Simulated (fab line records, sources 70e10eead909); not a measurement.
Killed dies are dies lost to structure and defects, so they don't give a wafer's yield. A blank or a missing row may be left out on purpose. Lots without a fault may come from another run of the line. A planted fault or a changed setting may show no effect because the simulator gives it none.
fab line records | flow nand_harc
record lots=13 wafers=39 last_day=24
route steps=1159 shown A_STAIRCASE@630 THIN_TSV@1124 END@1159
lots that met no fault: from a run of the same line without faults
start_h: hours from the record's first day to the start of the lot's first wafer shown | wait_h: hours since the lot's step before | " the same as in the row above | L1.1+2: a row that stands for several wafers | - no value, or no start given | * or withheld: withheld | < > ~ a bound
route shown NAME@n: a module of which the file shows steps, and the number in the route of the first | usual: mean/standard deviation of fault-free wafers | same: alike in all rows | chamber/n: place in a boat | sites: the reading at each site | _std_site: their standard deviation | _edge_site: outer sites' mean less inner sites' | radius_mm: how far each site lies from the wafer's centre | mask NAME#n: copy n | behind: the tool/chamber that last shaped the wafer | hold: why the lot was held/for how many hours/how that ended | device: the transistor (n, p or np) that didn't switch | end of line: the same wafers' tests at the end of the route | a step without rows: its recipe alone | killed: dies lost to structure and defects at the first sort, not the wafer's yield | map: a wafer's dies, x killed, . not, _ none there
set.NAME: the setting as run; set.NAME@STEP: as run at that earlier step | model.NAME: the simulator's own value behind a step, which no gauge read
steps of the route over a sample of lots; a table a step, a row a wafer
services: from which hour (start_h, from the record's first day; less than 0 if before it) a tool's chamber was out of use, for how many hours, and why
## steps
# step NHARC_A_STAIRCASE_ETCH_236
# recipe target_depth_a=1000 time_s=40.5 ion_energy_ev=400 c4f8_flow_sccm=20 o2_flow_sccm=10 ar_flow_sccm=withheld rf_w=600 bias_w=1000 chemistry=C4F8/O2
# usual bias_w=1000/3 oes_product_au=0.943/0.0098 rf_vpp_V=894/5.3
# columns lot.wafer tool chamber start_h wait_h bias_w oes_product_au rf_hours_counter_h rf_vpp_V
L272.2 rie_diel-04 0 247.72 - 1006 0.954 21 888
L272.4 " 1 " " 1003 0.947 46 891
L272.6 " 0 " " 1000 0.943 - 888
L274.3 rie_diel-04 2 256.39 - 994 0.937 52 892
L274.2 " 3 " " 997 0.944 51 901
L274.5 " 2 " " 995 0.942 - 895
L273.3 rie_diel-04 1 257.38 - 1000 0.944 49 892
L273.1 " 2 " " 1002 0.941 52 894
L273.6 " 0 " " 1001 0.952 - 889
L276.3 rie_diel-12 1 267.82 - 999 0.928 16 890
L276.6 " 1 " " 1001 0.930 - 889
L276.5 " 2 " " 1004 0.923 - 897
L275.3 rie_diel-04 3 269.76 - 996 0.942 55 900
L275.1 " 2 " " 1002 0.922 57 893
L275.5 " 0 " " 996 0.953 - 889
L277.3 rie_diel-04 0 278.27 - 1003 0.948 32 889
L277.1 " 2 " " 997 0.918 61 894
L277.2 " 3 " " 994 0.925 58 900
L278.1 rie_diel-11 3 283.83 - 1000 0.961 37 904
L278.6 " 0 " " 1004 0.959 - 887
L278.5 " 1 " " 997 0.940 - 889
L286.1 rie_diel-04 2 339.00 - 1001 0.939 16 891
L286.3 " 0 " " 1001 0.950 17 889
L286.6 " 1 " " 1002 0.943 - 891
L288.3 rie_diel-04 1 344.65 - 1003 0.938 13 890
L288.2 " 3 " " 998 0.938 18 900
L288.1 " 0 " " 997 0.948 18 889
L291.3 rie_diel-11 3 356.08 - 994 0.955 61 903
L291.2 " 0 " " 1000 0.963 63 887
L291.6 " 3 " " 996 0.948 - 902
L289.4 rie_diel-04 3 357.24 - 1002 0.947 24 900
L289.5 " 2 " " 997 0.961 - 892
L289.6 " 3 " " 1000 0.945 - 900
L292.1 rie_diel-12 2 357.79 - 999 0.944 50 896
L292.3 " 3 " " 1000 0.930 51 900
L292.5 " 3 " " 1001 0.942 - 901
L295.2 rie_diel-11 2 385.45 - 1000 0.926 4 901
L295.3 " 1 " " 1002 0.922 4 890
L295.6 " 2 " " 997 0.933 - 901
# step NHARC_THIN_TSV_DEP_47
# recipe target_thk_a=2000 temp_c=withheld pressure_torr=6.5 rf_w=900 teos_flow_sccm=161.4 flow_sccm=2650 target_thk_nm=200 gas=O2 material=SiO2
# usual flow_sccm=2651/9.1 throttle_valve_pct=16.2/0.42
# columns lot.wafer tool chamber start_h wait_h flow_sccm since_wet_clean_h throttle_valve_pct
L272.2 pecvd-02 0 425.19 - 2648 78 15.8
L272.4 " 1 " " 2657 - 16.7
L272.6 " 2 " " 2655 - 16.6
L273.3 pecvd-02 1 426.41 - 2661 79 16.4
L273.1 " 2 " " 2654 79 16.4
L273.6 " 1 " " 2668 - 16.3
L274.2 pecvd-03 1 437.23 - 2657 132 16.2
L274.3 " 0 " " 2644 132 15.7
L274.5 " 0 " " 2655 - 15.9
L276.3 pecvd-01 2 438.30 - 2649 7 15.6
L276.6 " 0 " " 2646 - 16.3
L276.5 " 1 " " 2663 - 15.2
L275.1 pecvd-02 1 439.79 - 2645 93 16.8
L275.3 " 0 " " 2649 93 15.9
L275.5 " 1 " " 2644 - 16.6
L277.3 pecvd-03 2 456.65 - 2651 151 16.3
L277.1 " 0 " " 2659 151 15.7
L277.2 " 1 " " 2662 151 16.3
L278.1 pecvd-03 1 471.60 - 2633 166 16.4
L278.6 " 1 " " 2661 - 16.5
L278.5 " 2 " " 2649 - 16.5
L286.1 pecvd-03 1 510.47 - 2652 24 16.0
L286.3 " 2 " " 2631 24 16.6
L286.6 " 1 " " 2648 - 16.3
L288.1 pecvd-01 2 520.50 - 2662 89 15.9
L288.2 " 0 " " 2663 89 16.7
L288.3 " 1 " " 2669 89 15.9
L289.6 pecvd-02 1 531.25 - 2645 - 16.4
L289.4 " 2 " " 2643 - 16.1
L289.5 " 0 " " 2649 - 15.8
L291.3 pecvd-02 0 547.45 - 2639 19 15.4
L291.2 " 1 " " 2655 19 16.4
L291.6 " 0 " " 2646 - 16.0
L292.3 pecvd-02 1 547.69 - 2658 19 16.5
L292.1 " 0 " " 2631 20 15.5
L292.5 " 0 " " 2637 - 16.0
L295.2 pecvd-02 2 558.35 - 2653 30 16.1
L295.3 " 0 " " 2653 30 15.9
L295.6 " 2 " " 2653 - 16.1
# step NHARC_THIN_TSV_ETCHBACK_48
# recipe target_depth_a=10285 over_etch_frac=0.3 time_s=405.17 ion_energy_ev=250 c4f8_flow_sccm=withheld ar_flow_sccm=withheld rf_w=600 bias_w=300 chemistry=C4F8/Ar
# usual bias_w=300.0/0.88 oes_product_au=0.95/0.03 rf_vpp_V=545.3/3
# columns lot.wafer tool chamber start_h wait_h bias_w oes_product_au rf_hours_counter_h rf_vpp_V
L272.2 rie_diel-08 0 425.63 - 299.0 0.93 8 544.8
L272.4 " 1 " " 300.5 0.93 8 552.2
L272.6 " 3 " " 300.7 0.93 - 543.0
L273.3 rie_diel-10 1 426.80 - 300.3 0.97 4 545.4
L273.1 " 3 " " 300.2 0.97 5 542.4
L273.6 " 0 " " 299.6 0.98 - 543.2
L274.2 rie_diel-08 0 437.63 - 299.7 0.93 9 544.7
L274.3 " 2 " " 300.0 0.92 9 543.9
L274.5 " 0 " " 300.5 0.94 - 545.6
L276.3 rie_diel-10 3 438.78 - 301.0 0.92 5 542.2
L276.5 " 1 " " 299.7 0.91 - 545.2
L276.6 " 2 " " 298.5 0.91 - 544.3
L275.1 rie_diel-08 3 440.23 - 299.7 0.93 9 544.0
L275.3 " 0 " " 298.9 0.93 9 544.9
L275.5 " 2 " " 299.4 0.93 - 545.4
L277.2 rie_diel-10 0 457.05 - 301.7 0.96 6 543.4
L277.3 " 1 " " 297.7 0.96 7 545.0
L277.1 " 3 " " 299.6 0.96 6 541.4
L278.1 rie_diel-08 3 472.00 - 298.9 0.93 12 541.8
L278.5 " 2 " " 300.8 0.92 - 542.2
L278.6 " 3 " " 299.3 0.92 - 542.7
L286.3 rie_diel-10 3 510.87 - 299.0 0.91 10 541.6
L286.1 " 1 " " 298.8 0.91 12 546.4
L286.6 " 0 " " 300.0 0.92 - 544.8
L288.1 rie_diel-10 1 520.90 - 300.1 0.92 12 542.8
L288.3 " 2 " " 299.0 0.94 11 545.1
L288.2 " 0 " " 299.0 0.92 12 543.7
L289.4 rie_diel-13 3 531.59 - 298.3 0.93 9 545.1
L289.5 " 1 " " 300.6 0.93 - 548.4
L289.6 " 2 " " 299.1 0.93 - 543.4
L291.2 rie_diel-08 0 547.80 - 300.9 0.93 4 544.8
L291.3 " 2 " " 301.1 0.92 5 543.1
L291.6 " 0 " " 301.4 0.93 - 546.1
L292.1 rie_diel-13 1 548.12 - 298.2 1.01 10 550.9
L292.3 " 3 " " 300.2 1.00 10 544.5
L292.5 " 1 " " 299.9 1.01 - 550.4
L295.3 rie_diel-08 0 558.79 - 300.3 0.93 5 544.5
L295.2 " 1 " " 301.6 0.93 5 551.1
L295.6 " 0 " " 301.9 0.92 - 543.3
# step NHARC_THIN_TSV_CD_MEAS_37
# usual cd_nm=5000.2/1.9
# columns lot.wafer tool chamber start_h wait_h cd_nm
L272.2 cd_sem-01 - 430.69 - 4997.6
L272.4 " - " " 4997.2
L272.6 " - " " 4999.3
L273.1 cd_sem-03 - 432.34 - 4997.9
L273.3 " - " " 4998.5
L273.6 " - " " 4999.9
L274.2 cd_sem-03 - 442.66 - 5001.3
L274.3 " - " " 4998.7
L274.5 " - " " 5000.5
L276.3 cd_sem-03 - 443.85 - 4999.9
L276.5 " - " " 4997.5
L276.6 " - " " 4997.9
L275.1 cd_sem-03 - 445.27 - 4999.8
L275.3 " - " " 5001.6
L275.5 " - " " 4999.7
L277.1 cd_sem-01 - 463.34 - 5001.6
L277.2 " - " " 5000.5
L277.3 " - " " 5002.0
L278.1 cd_sem-03 - 478.84 - 5003.0
L278.5 " - " " 5002.8
L278.6 " - " " 5002.7
L286.1 cd_sem-01 - 517.58 - 5000.0
L286.3 " - " " 4997.8
L286.6 " - " " 4998.5
L288.1 cd_sem-03 - 526.24 - 5002.1
L288.2 " - " " 5001.2
L288.3 " - " " 5002.2
L289.4 cd_sem-01 - 536.85 - 5001.0
L289.5 " - " " 5002.0
L289.6 " - " " 5000.1
L291.2 cd_sem-03 - 555.31 - 4996.7
L291.3 " - " " 4994.6
L291.6 " - " " 4996.0
L292.1 cd_sem-02 - 555.58 - 5001.4
L292.3 " - " " 5001.6
L292.5 " - " " 5003.0
L295.2 cd_sem-03 - 564.34 - 4998.5
L295.3 " - " " 4996.7
L295.6 " - " " 4997.2
# step NHARC_END_SORT_01
# recipe temp_c=25
# usual killed_at_array=29/11 killed_at_other=0.6/0.92 killed_at_periphery=3.2/2 killed_dies=33/11 killed_open=3.2/2 killed_short=1.9/1.5
# same gross_dies=677
# columns lot.wafer tool chamber start_h wait_h killed_at_array killed_at_other killed_at_periphery killed_dies killed_open killed_short
L273.1 prober-02 0 438.25 2.5 30 2 1 33 4 2
L273.3 prober-02 0 439.85 3.1 19 1 1 21 4 0
L273.6 prober-02 0 442.26 4.0 24 1 1 26 3 4
L272.2 prober-01 0 439.01 2.8 18 0 3 21 3 4
L272.4 prober-01 0 440.61 3.4 15 0 5 20 3 0
L272.6 prober-01 0 442.21 4.0 15 2 3 20 2 3
L275.1 prober-02 0 451.64 2.5 27 1 5 33 4 1
L275.3 prober-02 0 453.23 3.1 23 2 4 29 1 2
L275.5 prober-02 0 454.82 3.7 17 1 7 25 6 2
L276.3 prober-01 0 455.35 3.1 25 2 1 28 4 1
L276.5 prober-01 0 456.93 3.7 19 0 2 21 5 2
L276.6 prober-01 0 457.72 3.9 23 0 0 23 2 2
L274.2 prober-02 0 460.25 2.8 19 0 2 21 1 1
L274.3 prober-02 0 461.03 3.1 23 0 3 26 3 1
L274.5 prober-02 0 462.61 3.7 22 0 0 22 4 3
L277.1 prober-01 0 470.61 2.5 35 1 2 38 3 4
L277.2 prober-01 0 471.42 2.8 34 1 1 36 0 0
L277.3 prober-01 0 472.24 3.1 32 1 3 36 1 4
L278.1 prober-01 0 484.80 2.5 31 1 5 37 1 2
L278.5 prober-01 0 488.00 3.7 38 1 5 44 0 1
L278.6 prober-01 0 488.79 4.0 30 3 4 37 3 4
L286.1 prober-01 0 527.10 2.5 13 0 3 16 5 2
L286.3 prober-01 0 528.70 3.1 18 1 1 20 6 2
L286.6 prober-01 0 531.10 4.0 11 1 0 12 4 0
L288.1 prober-02 0 533.71 2.5 138 2 1 141 2 3
L288.2 prober-02 0 534.52 2.8 107 1 1 109 2 2
L288.3 prober-02 0 535.33 3.1 104 1 1 106 0 1
L289.4 prober-01 0 548.43 3.4 97 0 2 99 4 5
L289.5 prober-01 0 549.24 3.7 132 0 3 135 6 1
L289.6 prober-01 0 550.04 4.0 108 0 2 110 1 3
L292.1 prober-01 0 562.72 2.5 34 2 3 39 2 2
L292.3 prober-01 0 564.35 3.1 29 2 2 33 1 8
L292.5 prober-01 0 565.97 3.7 28 2 2 32 3 1
L291.2 prober-02 0 563.57 2.8 26 1 4 31 3 3
L291.3 prober-02 0 564.38 3.1 23 1 2 26 1 0
L291.6 prober-02 0 566.79 4.0 34 1 3 38 7 3
L295.2 prober-02 0 579.19 2.8 32 0 5 37 0 1
L295.3 prober-02 0 579.98 3.1 51 0 6 57 3 5
L295.6 prober-02 0 582.36 4.0 47 0 6 53 2 1
# killed by level:class
L273.1 A_SLIT:chamber_film_flake=13 A_SGD_CUT:chamber_film_flake=6 A_WL_FILL:geometric_particle:short=2 A_CHANNEL_HOLE_D1:chamber_film_flake=2 A_STAIRCASE:chamber_film_flake=2 P_CONTACT:geometric_particle:open=1 A_ONON_D1:geometric_particle:open=1 A_M0:geometric_particle:open=1
L272.2 A_CONTACT:chamber_film_flake=6 A_SLIT:chamber_film_flake=5 A_SOURCE_PLATE:geometric_particle:open=2 P_ZERO_WELL:chamber_film_flake=2 P_M2:geometric_particle:short=1 A_SGD_CUT:geometric_particle:short=1 A_WL_FILL:geometric_particle:short=1 A_CONTACT:geometric_particle:open=1
L273.3 A_SLIT:chamber_film_flake=8 A_CHANNEL_HOLE_D1:chamber_film_flake=3 A_CONTACT:chamber_film_flake=2 A_M1:chamber_film_flake=2 P_M1:geometric_particle:open=1 A_ONON_D1:geometric_particle:open=1 A_WL_FILL:geometric_particle:open=1 STARTING-WAFER:geometric_particle:open=1
L272.4 A_SLIT:chamber_film_flake=6 P_GATE:geometric_particle:open=2 A_STAIRCASE:chamber_film_flake=2 A_SGD_CUT:chamber_film_flake=2 A_CONTACT:chamber_film_flake=2 A_BLC:geometric_particle:open=1 P_ZERO_WELL:chamber_film_flake=1 P_STI:chamber_film_flake=1
L272.6 A_SLIT:chamber_film_flake=5 A_CONTACT:chamber_film_flake=4 P_ZERO_WELL:chamber_film_flake=2 A_CHANNEL_HOLE_D1:chamber_film_flake=2 A_ONON_D1:geometric_particle:short=1 A_WL_FILL:geometric_particle:short=1 A_CONTACT:geometric_particle:open=1 A_M0:geometric_particle:open=1
L273.6 A_SLIT:chamber_film_flake=10 A_SGD_CUT:chamber_film_flake=4 A_ONON_D1:geometric_particle:short=2 A_STAIRCASE:chamber_film_flake=2 P_GATE:geometric_particle:open=1 A_ONON_D1:geometric_particle:open=1 A_CHANNEL_FILL_D1:geometric_particle:short=1 A_SGD_CUT:geometric_particle:open=1
L275.1 A_SLIT:chamber_film_flake=10 A_CONTACT:chamber_film_flake=6 P_M1:chamber_film_flake=4 A_STAIRCASE:chamber_film_flake=4 A_CHANNEL_HOLE_D1:chamber_film_flake=2 P_M2:geometric_particle:open=1 A_CHANNEL_HOLE_D1:geometric_particle:open=1 A_WL_FILL:geometric_particle:short=1
L275.3 A_SLIT:chamber_film_flake=11 A_CHANNEL_HOLE_D1:chamber_film_flake=3 P_M1:chamber_film_flake=2 A_STAIRCASE:chamber_film_flake=2 A_CONTACT:chamber_film_flake=2 THIN_TSV:chamber_film_flake=2 A_WL_FILL:geometric_particle:short=1 A_CONTACT:geometric_particle:open=1
L275.5 A_SLIT:chamber_film_flake=6 P_M1:chamber_film_flake=4 A_CHANNEL_HOLE_D1:chamber_film_flake=3 A_SOURCE_PLATE:geometric_particle:open=2 A_M0:geometric_particle:open=2 P_M0:geometric_particle:short=1 A_CHANNEL_HOLE_D1:geometric_particle:short=1 A_CHANNEL_FILL_D1:geometric_particle:open=1
L276.3 A_CHANNEL_HOLE_D1:chamber_film_flake=18 STARTING-WAFER:geometric_particle:open=2 A_CHANNEL_FILL_D1:chamber_film_flake=2 A_WL_FILL:chamber_film_flake=2 P_M1:geometric_particle:open=1 A_CHANNEL_FILL_D1:geometric_particle:open=1 A_CONTACT:geometric_particle:short=1 A_CONTACT:chamber_film_flake=1
L276.5 A_CHANNEL_HOLE_D1:chamber_film_flake=12 A_ONON_D1:geometric_particle:short=2 A_M0:geometric_particle:open=2 P_CONTACT:geometric_particle:open=1 A_CHANNEL_FILL_D1:geometric_particle:open=1 A_CONTACT:geometric_particle:open=1 P_BONDPAD:chamber_film_flake=1 A_CHANNEL_FILL_D1:chamber_film_flake=1
L276.6 A_CHANNEL_HOLE_D1:chamber_film_flake=15 A_CHANNEL_FILL_D1:chamber_film_flake=2 A_ONON_D1:geometric_particle:open=1 A_ONON_D1:geometric_particle:short=1 A_CHANNEL_FILL_D1:geometric_particle:short=1 A_CONTACT:geometric_particle:open=1 A_SLIT:chamber_film_flake=1 A_CONTACT:chamber_film_flake=1
L274.2 A_CHANNEL_HOLE_D1:chamber_film_flake=13 P_STI:chamber_film_flake=2 A_STAIRCASE:chamber_film_flake=2 A_BLC:geometric_particle:open=1 A_M0:geometric_particle:short=1 A_SLIT:chamber_film_flake=1 A_CONTACT:chamber_film_flake=1
L274.3 A_CHANNEL_HOLE_D1:chamber_film_flake=11 A_STAIRCASE:chamber_film_flake=4 P_STI:chamber_film_flake=3 A_CONTACT:geometric_particle:open=2 A_ZERO_WELL:chamber_film_flake=2 A_BLC:geometric_particle:short=1 A_M1:geometric_particle:open=1 A_WL_FILL:chamber_film_flake=1
L274.5 A_CHANNEL_HOLE_D1:chamber_film_flake=11 A_CONTACT:geometric_particle:open=2 A_CONTACT:chamber_film_flake=2 A_ONON_D1:geometric_particle:short=1 A_CONTACT:geometric_particle:short=1 A_BLC:geometric_particle:open=1 A_M0:geometric_particle:open=1 A_M1:geometric_particle:short=1
L277.1 A_CHANNEL_HOLE_D1:chamber_film_flake=16 A_SLIT:chamber_film_flake=7 A_STAIRCASE:chamber_film_flake=4 A_CONTACT:geometric_particle:short=2 A_ONON_D1:geometric_particle:short=1 A_CHANNEL_HOLE_D1:geometric_particle:open=1 A_CHANNEL_FILL_D1:geometric_particle:open=1 A_WL_FILL:geometric_particle:short=1
L277.2 A_CHANNEL_HOLE_D1:chamber_film_flake=16 A_SLIT:chamber_film_flake=12 A_STAIRCASE:chamber_film_flake=4 P_GATE:chamber_film_flake=1 A_CHANNEL_FILL_D1:chamber_film_flake=1 A_BLC:chamber_film_flake=1 THIN_TSV:chamber_film_flake=1
L277.3 A_CHANNEL_HOLE_D1:chamber_film_flake=11 A_SLIT:chamber_film_flake=10 A_CHANNEL_FILL_D1:chamber_film_flake=3 P_ZERO_WELL:chamber_film_flake=2 A_STAIRCASE:chamber_film_flake=2 P_M1:geometric_particle:open=1 A_CHANNEL_HOLE_D1:geometric_particle:short=1 A_WL_FILL:geometric_particle:short=1
L278.1 A_CHANNEL_HOLE_D1:chamber_film_flake=18 A_SLIT:chamber_film_flake=7 P_STI:chamber_film_flake=3 A_SGD_CUT:chamber_film_flake=2 A_CONTACT:chamber_film_flake=2 P_ZERO_WELL:geometric_particle:open=1 P_CONTACT:geometric_particle:short=1 A_BLC:geometric_particle:short=1
L278.5 A_CHANNEL_HOLE_D1:chamber_film_flake=18 A_SLIT:chamber_film_flake=10 P_STI:chamber_film_flake=4 A_STAIRCASE:chamber_film_flake=4 A_CHANNEL_FILL_D1:chamber_film_flake=3 A_SGD_CUT:chamber_film_flake=2 P_GATE:geometric_particle:short=1 A_CONTACT:chamber_film_flake=1
L278.6 A_SLIT:chamber_film_flake=12 A_CHANNEL_HOLE_D1:chamber_film_flake=10 A_CONTACT:chamber_film_flake=3 THIN_TSV:chamber_film_flake=3 A_CONTACT:geometric_particle:open=2 P_STI:chamber_film_flake=2 P_CONTACT:geometric_particle:short=1 P_M0:geometric_particle:short=1
L286.1 A_CONTACT:chamber_film_flake=4 A_STAIRCASE:chamber_film_flake=3 A_CHANNEL_HOLE_D1:geometric_particle:short=2 P_M0:geometric_particle:open=1 A_CHANNEL_FILL_D1:geometric_particle:open=1 A_WL_FILL:geometric_particle:open=1 A_CONTACT:geometric_particle:open=1 A_BLC:geometric_particle:open=1
L286.3 A_CHANNEL_HOLE_D1:chamber_film_flake=5 A_CONTACT:chamber_film_flake=4 A_WL_FILL:geometric_particle:open=2 A_STAIRCASE:chamber_film_flake=2 A_ONON_D1:geometric_particle:short=1 A_ONON_D1:geometric_particle:open=1 A_CHANNEL_FILL_D1:geometric_particle:short=1 A_CHANNEL_FILL_D1:geometric_particle:open=1
L286.6 A_CHANNEL_HOLE_D1:chamber_film_flake=3 A_CHANNEL_FILL_D1:geometric_particle:open=2 A_STAIRCASE:chamber_film_flake=2 A_CONTACT:chamber_film_flake=2 A_SGD_CUT:geometric_particle:open=1 STARTING-WAFER:geometric_particle:open=1 A_WL_FILL:chamber_film_flake=1
L288.1 A_STAIRCASE:unspecified=103 A_CHANNEL_HOLE_D1:chamber_film_flake=19 A_CONTACT:chamber_film_flake=4 A_STAIRCASE:chamber_film_flake=3 A_CHANNEL_HOLE_D1:geometric_particle:short=2 A_M0:chamber_film_flake=2 THIN_TSV:chamber_film_flake=2 A_ONON_D1:geometric_particle:short=1
L288.2 A_STAIRCASE:unspecified=79 A_CHANNEL_HOLE_D1:chamber_film_flake=19 A_M0:chamber_film_flake=3 P_M0:geometric_particle:open=1 A_SGD_CUT:geometric_particle:short=1 A_CONTACT:geometric_particle:open=1 A_M1:geometric_particle:short=1 A_CHANNEL_FILL_D1:chamber_film_flake=1
L288.3 A_STAIRCASE:unspecified=80 A_CHANNEL_HOLE_D1:chamber_film_flake=20 A_STAIRCASE:chamber_film_flake=2 A_ONON_D1:geometric_particle:short=1 P_ZERO_WELL:chamber_film_flake=1 A_CONTACT:chamber_film_flake=1 THIN_TSV:chamber_film_flake=1
L289.4 A_STAIRCASE:unspecified=68 A_STAIRCASE:chamber_film_flake=6 A_SLIT:chamber_film_flake=4 A_CONTACT:chamber_film_flake=4 A_CHANNEL_HOLE_D1:chamber_film_flake=3 A_WL_FILL:chamber_film_flake=3 A_WL_FILL:geometric_particle:short=2 P_CONTACT:geometric_particle:open=1
L289.5 A_STAIRCASE:unspecified=103 A_SLIT:chamber_film_flake=16 A_STAIRCASE:chamber_film_flake=3 A_CONTACT:chamber_film_flake=3 A_CHANNEL_HOLE_D1:chamber_film_flake=2 P_CONTACT:geometric_particle:open=1 P_M1:geometric_particle:open=1 A_SOURCE_PLATE:geometric_particle:short=1
L289.6 A_STAIRCASE:unspecified=75 A_SLIT:chamber_film_flake=12 A_CONTACT:chamber_film_flake=7 A_CHANNEL_HOLE_D1:chamber_film_flake=3 A_STAIRCASE:chamber_film_flake=3 A_M1:chamber_film_flake=2 A_WL_FILL:chamber_film_flake=2 A_ONON_D1:geometric_particle:short=1
L292.1 A_CHANNEL_HOLE_D1:chamber_film_flake=20 A_STAIRCASE:chamber_film_flake=5 A_CONTACT:chamber_film_flake=5 THIN_TSV:chamber_film_flake=2 P_STI:geometric_particle:short=1 A_CHANNEL_FILL_D1:geometric_particle:open=1 A_STAIRCASE:geometric_particle:short=1 A_M0:geometric_particle:open=1
L291.2 A_SLIT:chamber_film_flake=13 A_STAIRCASE:chamber_film_flake=5 A_CHANNEL_HOLE_D1:chamber_film_flake=3 P_M0:geometric_particle:open=2 A_CONTACT:chamber_film_flake=2 P_STI:geometric_particle:short=1 A_WL_FILL:geometric_particle:open=1 A_BLC:geometric_particle:short=1
L292.3 A_CHANNEL_HOLE_D1:chamber_film_flake=17 A_STAIRCASE:chamber_film_flake=4 STARTING-WAFER:geometric_particle:short=2 A_CONTACT:chamber_film_flake=2 P_M0:geometric_particle:short=1 A_CHANNEL_FILL_D1:geometric_particle:short=1 A_SGD_CUT:geometric_particle:short=1 A_WL_FILL:geometric_particle:short=1
L291.3 A_SLIT:chamber_film_flake=12 A_CHANNEL_HOLE_D1:chamber_film_flake=5 A_STAIRCASE:chamber_film_flake=3 A_CONTACT:chamber_film_flake=3 P_CONTACT:geometric_particle:open=1 P_M1:chamber_film_flake=1 THIN_TSV:chamber_film_flake=1
L292.5 A_CHANNEL_HOLE_D1:chamber_film_flake=18 A_STAIRCASE:chamber_film_flake=3 A_CONTACT:chamber_film_flake=3 P_STI:chamber_film_flake=2 A_CHANNEL_FILL_D1:geometric_particle:short=1 A_CHANNEL_FILL_D1:geometric_particle:open=1 A_M0:geometric_particle:open=1 STARTING-WAFER:geometric_particle:open=1
L291.6 A_SLIT:chamber_film_flake=18 A_CHANNEL_HOLE_D1:chamber_film_flake=5 A_CONTACT:geometric_particle:open=2 A_STAIRCASE:chamber_film_flake=2 A_CONTACT:chamber_film_flake=2 P_GATE:geometric_particle:open=1 P_CONTACT:geometric_particle:open=1 P_CONTACT:geometric_particle:short=1
L295.2 A_SLIT:chamber_film_flake=20 A_CHANNEL_HOLE_D1:chamber_film_flake=6 P_M2:chamber_film_flake=3 A_CONTACT:chamber_film_flake=2 A_BLC:chamber_film_flake=2 A_BLC:geometric_particle:short=1 P_STI:chamber_film_flake=1 P_GATE:chamber_film_flake=1
L295.3 A_SLIT:chamber_film_flake=16 A_CONTACT:chamber_film_flake=14 A_BLC:chamber_film_flake=7 A_STAIRCASE:chamber_film_flake=4 A_CHANNEL_HOLE_D1:chamber_film_flake=3 A_M1:geometric_particle:short=2 P_M2:chamber_film_flake=2 P_CONTACT:geometric_particle:short=1
L295.6 A_SLIT:chamber_film_flake=17 A_CHANNEL_HOLE_D1:chamber_film_flake=10 A_CONTACT:chamber_film_flake=8 A_BLC:chamber_film_flake=5 A_STAIRCASE:chamber_film_flake=4 P_M2:chamber_film_flake=2 A_WL_FILL:chamber_film_flake=2 P_ZERO_WELL:geometric_particle:open=1
## services
# columns tool chamber start_h hours kind
rie_diel-08 0 223.77 14.5 repair
rie_diel-08 3 264.44 1.8 repair
rie_diel-04 - 288.90 9.0 pm
rie_diel-08 - 302.00 9.0 pm
pecvd-02 - 334.32 13.0 pm
rie_diel-10 - 353.71 9.0 pm
rie_diel-04 2 362.65 7.9 repair
rie_diel-08 - 369.52 0.6 repair
rie_diel-04 3 381.53 3.7 repair
rie_diel-10 1 385.89 5.1 repair
rie_diel-08 0 388.73 6.3 repair
rie_diel-10 - 402.67 1.7 repair
rie_diel-04 - 442.20 0.7 repair
rie_diel-04 0 461.25 4.9 repair
pecvd-02 - 463.62 0.9 repair
rie_diel-04 - 465.96 9.0 pm
rie_diel-08 - 479.00 9.0 pm
rie_diel-04 - 487.82 1.0 repair
rie_diel-10 3 506.15 4.5 repair
pecvd-02 - 515.32 13.0 pm
rie_diel-04 2 519.62 48.8 repair
rie_diel-04 1 525.96 5.7 repair
rie_diel-08 3 528.51 4.8 repair
rie_diel-10 - 530.71 9.0 pm
## key
first_sign step=NHARC_END_SORT_01 reading=killed_at_array direction=up sigmas=8 usual=29 struck=114
effect step=NHARC_END_SORT_01 reading=killed_dies direction=up sigmas=7.6 usual=33 struck=117
more_kills_born_at NHARC_A_STAIRCASE_ETCH_236@rie_diel-04=508
met_at NHARC_A_STAIRCASE_ETCH_236
struck_lots L288,L289
tester_left_out L288,L289
not_acting_at NHARC_THIN_TSV_DEP_47,NHARC_THIN_TSV_ETCHBACK_48,NHARC_THIN_TSV_CD_MEAS_37
onset_between 339.00 344.65
fault kind=chamber_particle_source tool=rie_diel-04 chamber=- onset_h=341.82 steps=NHARC_A_STAIRCASE_ETCH_236 rate_per_visit_cm2=2.1206 end_h=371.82
# tester_left_out: of these lots the tester's yield and bins aren't shown, on N5 and GAA mostly nor the transistor test; their killed dies are dies lost to structure and defects alone, not to doping, threshold or leakage, so they don't give the yield
